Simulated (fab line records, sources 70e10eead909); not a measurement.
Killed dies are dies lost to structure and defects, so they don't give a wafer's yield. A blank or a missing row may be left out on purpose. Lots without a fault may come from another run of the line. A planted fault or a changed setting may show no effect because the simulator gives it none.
Which tool did it? | flow nand_harc | 12 lots, 36 wafers sampled, at 4 steps of a route of 1302

WHAT THE GAUGES READ, wafer by wafer
The record holds no reading of a measuring or inspecting step that can be judged against a usual standard deviation.

WHICH TOOL RAN EACH LOT (tool, then ch and the chambers of the sampled wafers, then the start)
lot  | NHARC_P_GATE_STRIP_101             | NHARC_P_GATE_RTA_80              | NHARC_P_CONTACT_DEP_30          | NHARC_P_CONTACT_ETCH_35
L747 | rie_diel-10 ch 0,1,3, day 5 16:29  | rtp_anneal-01 ch 0, day 5 23:11  | pecvd-03 ch 0,1,2, day 5 23:54  | rie_diel-04 ch 0,1,2, day 6 01:44
L748 | rie_diel-10 ch 0,2, day 5 21:09    | rtp_anneal-01 ch 0, day 6 04:01  | pecvd-02 ch 0,1,2, day 6 04:41  | rie_diel-01 ch 1,2, day 6 06:30
L749 | rie_diel-10 ch 0,2, day 6 15:25    | rtp_anneal-01 ch 0, day 6 22:18  | pecvd-03 ch 1,2, day 6 23:00    | rie_diel-04 ch 1,3, day 7 00:49
L750 | rie_diel-06 ch 0,1, day 7 00:41    | rtp_anneal-01 ch 0, day 7 07:38  | pecvd-02 ch 0,2, day 7 08:20    | rie_diel-04 ch 0,2, day 7 10:02
L751 | rie_diel-07 ch 0,1,3, day 7 02:39  | rtp_anneal-01 ch 0, day 7 10:07  | pecvd-03 ch 0,2, day 7 10:50    | rie_diel-04 ch 0,1,3, day 7 12:57
L752 | rie_diel-07 ch 1,2,3, day 7 23:00  | rtp_anneal-02 ch 0, day 8 05:51  | pecvd-03 ch 0,1,2, day 8 06:37  | rie_diel-01 ch 0,2,3, day 8 08:23
L753 | rie_diel-10 ch 0,3, day 8 09:10    | rtp_anneal-02 ch 0, day 8 15:52  | pecvd-03 ch 0,1,2, day 8 16:37  | rie_diel-12 ch 1,2,3, day 8 18:16
L755 | rie_diel-07 ch 1,2, day 8 23:53    | rtp_anneal-02 ch 0, day 9 06:34  | pecvd-02 ch 0,1,2, day 9 07:22  | rie_diel-01 ch 0,2,3, day 9 09:02
L756 | rie_diel-06 ch 0,1,3, day 9 13:11  | rtp_anneal-02 ch 0, day 9 19:50  | pecvd-04 ch 0,1,2, day 9 20:34  | rie_diel-04 ch 0,2,3, day 9 22:24
L757 | rie_diel-10 ch 2,3, day 9 22:35    | rtp_anneal-01 ch 0, day 10 05:15 | pecvd-03 ch 0,1, day 10 05:58   | rie_diel-12 ch 0,2,3, day 10 07:47
L758 | rie_diel-06 ch 1,2,3, day 10 11:12 | rtp_anneal-02 ch 0, day 10 17:52 | pecvd-03 ch 0,1,2, day 10 18:38 | rie_diel-04 ch 1,2, day 10 20:19
L765 | rie_diel-07 ch 0,2,3, day 13 03:55 | rtp_anneal-02 ch 0, day 13 10:45 | pecvd-02 ch 0,1,2, day 13 11:26 | rie_diel-04 ch 0,1,3, day 13 13:16
- NHARC_P_GATE_STRIP_101: strips in O2, time 20 s.
- NHARC_P_GATE_RTA_80: time 30 s.
- NHARC_P_CONTACT_DEP_30: deposits SiNx, target thk 30 nm.
- NHARC_P_CONTACT_ETCH_35: etches the open film in CF4, target depth 39 nm, time 65 s.

WHAT THE TOOLS THEMSELVES READ (means of the sampled wafers that have a number; where no wafer has one, the mark that the record gives instead)
NHARC_P_GATE_STRIP_101.
lot  | tool        | drypump_motor_current_A (A) | oes_product_au (a.u.) | rf_vpp_V (V) | showerhead_plenum_p_Torr (Torr) | throttle_valve_pct (%)
L747 | rie_diel-10 | 5.4                         | 1.009                 | 57.9         | 3.51                            | 17.028
L748 | rie_diel-10 | 5.4                         | 1.008                 | 58.1         | 3.55                            | 17.041
L749 | rie_diel-10 | 5.5                         | 1.003                 | 58.3         | 3.47                            | 17.042
L750 | rie_diel-06 | 5.3                         | 1.007                 | 58.4         | 3.75                            | 17.033
L751 | rie_diel-07 | 5.9                         | 1.010                 | 58.3         | 3.63                            | 17.026
L752 | rie_diel-07 | 5.6                         | 1.003                 | 57.6         | 3.53                            | 17.036
L753 | rie_diel-10 | 5.4                         | 1.010                 | 57.7         | 3.55                            | 17.041
L755 | rie_diel-07 | 5.7                         | 0.999                 | 57.8         | 3.48                            | 17.029
L756 | rie_diel-06 | 5.5                         | 0.998                 | 58.2         | 3.75                            | 17.031
L757 | rie_diel-10 | 5.5                         | 1.001                 | 58.7         | 3.39                            | 17.045
L758 | rie_diel-06 | 5.8                         | 1.002                 | 58.3         | 3.69                            | 17.027
L765 | rie_diel-07 | 5.9                         | 1.012                 | 58.7         | 3.61                            | 17.041

NHARC_P_GATE_RTA_80.
lot  | tool          | wafer_temp_C_max
L747 | rtp_anneal-01 | 301.8
L748 | rtp_anneal-01 | 302.0
L749 | rtp_anneal-01 | 302.4
L750 | rtp_anneal-01 | 302.2
L751 | rtp_anneal-01 | 302.2
L752 | rtp_anneal-02 | 301.5
L753 | rtp_anneal-02 | 301.0
L755 | rtp_anneal-02 | 301.5
L756 | rtp_anneal-02 | 301.2
L757 | rtp_anneal-01 | 301.8
L758 | rtp_anneal-02 | 300.9
L765 | rtp_anneal-02 | 301.2

NHARC_P_CONTACT_DEP_30.
lot  | tool     | heater_power_w (W) | rf_fwd_power_W (W)
L747 | pecvd-03 | 719                | 448.3
L748 | pecvd-02 | 733                | 448.8
L749 | pecvd-03 | 678                | 448.1
L750 | pecvd-02 | 733                | 449.1
L751 | pecvd-03 | 684                | 448.2
L752 | pecvd-03 | 688                | 449.1
L753 | pecvd-03 | 664                | 449.0
L755 | pecvd-02 | 716                | 448.4
L756 | pecvd-04 | 801                | 448.3
L757 | pecvd-03 | 697                | 449.2
L758 | pecvd-03 | 672                | 447.1
L765 | pecvd-02 | 704                | 474.5

NHARC_P_CONTACT_ETCH_35.
lot  | tool        | drypump_motor_current_A (A) | oes_product_au (a.u.) | rf_vpp_V (V) | showerhead_plenum_p_Torr (Torr) | throttle_valve_pct (%)
L747 | rie_diel-04 | 5.5                         | 1.004                 | 151.8        | 1.80                            | 13.294
L748 | rie_diel-01 | 6.1                         | 1.002                 | 151.5        | 1.76                            | 13.278
L749 | rie_diel-04 | 5.4                         | 0.999                 | 149.9        | 1.73                            | 13.285
L750 | rie_diel-04 | 6.0                         | 1.008                 | 152.7        | 1.87                            | 13.286
L751 | rie_diel-04 | 5.2                         | 0.997                 | 151.5        | 1.75                            | 13.292
L752 | rie_diel-01 | 6.0                         | 1.002                 | 151.7        | 1.81                            | 13.287
L753 | rie_diel-12 | 6.1                         | 1.002                 | 150.5        | 1.74                            | 13.286
L755 | rie_diel-01 | 6.0                         | 0.997                 | 151.4        | 1.81                            | 13.288
L756 | rie_diel-04 | 5.7                         | 0.997                 | 151.6        | 1.82                            | 13.281
L757 | rie_diel-12 | 6.1                         | 0.998                 | 150.9        | 1.79                            | 13.283
L758 | rie_diel-04 | 5.6                         | 1.000                 | 151.0        | 1.75                            | 13.285
L765 | rie_diel-04 | 5.2                         | 1.004                 | 151.5        | 1.75                            | 13.298

THE ANSWER, worked out from the rows above alone
Rule: what is usual is taken from the lots themselves. Put in order of their means at a reading, lots are off if they are a third of the lots or fewer, leave a main group of 4 or more, and stand apart from it by a gap of 3 or more times the standard deviation of the main group's means; of several such gaps the widest counts. A main group whose means are all the same, to the digits that the tables above print for the reading, isn't used. A lot without any number at a reading at which 4 lots or more have one is off too. The other lots that the step has rows for count as sound. The gauges are gone through in route order, then the tools' own readings, and for those a lot's mean is taken as printed above. The first step at which some lot is off is used, and at that step the reading that is off furthest; a lot without a number counts as furthest.
Off: L765, at NHARC_P_CONTACT_DEP_30 (rf_fwd_power_W). The main group: mean 448.5 W, standard deviation 0.59.
A tool fits if, at that step or a process step before it, it ran every lot that is off, and no sound lot after the first of them. Can't be told from this: 3 tools fit, rie_diel-07 at NHARC_P_GATE_STRIP_101, rtp_anneal-02 at NHARC_P_GATE_RTA_80, pecvd-02 at NHARC_P_CONTACT_DEP_30.

WHAT THE SIMULATOR HAD PUT IN
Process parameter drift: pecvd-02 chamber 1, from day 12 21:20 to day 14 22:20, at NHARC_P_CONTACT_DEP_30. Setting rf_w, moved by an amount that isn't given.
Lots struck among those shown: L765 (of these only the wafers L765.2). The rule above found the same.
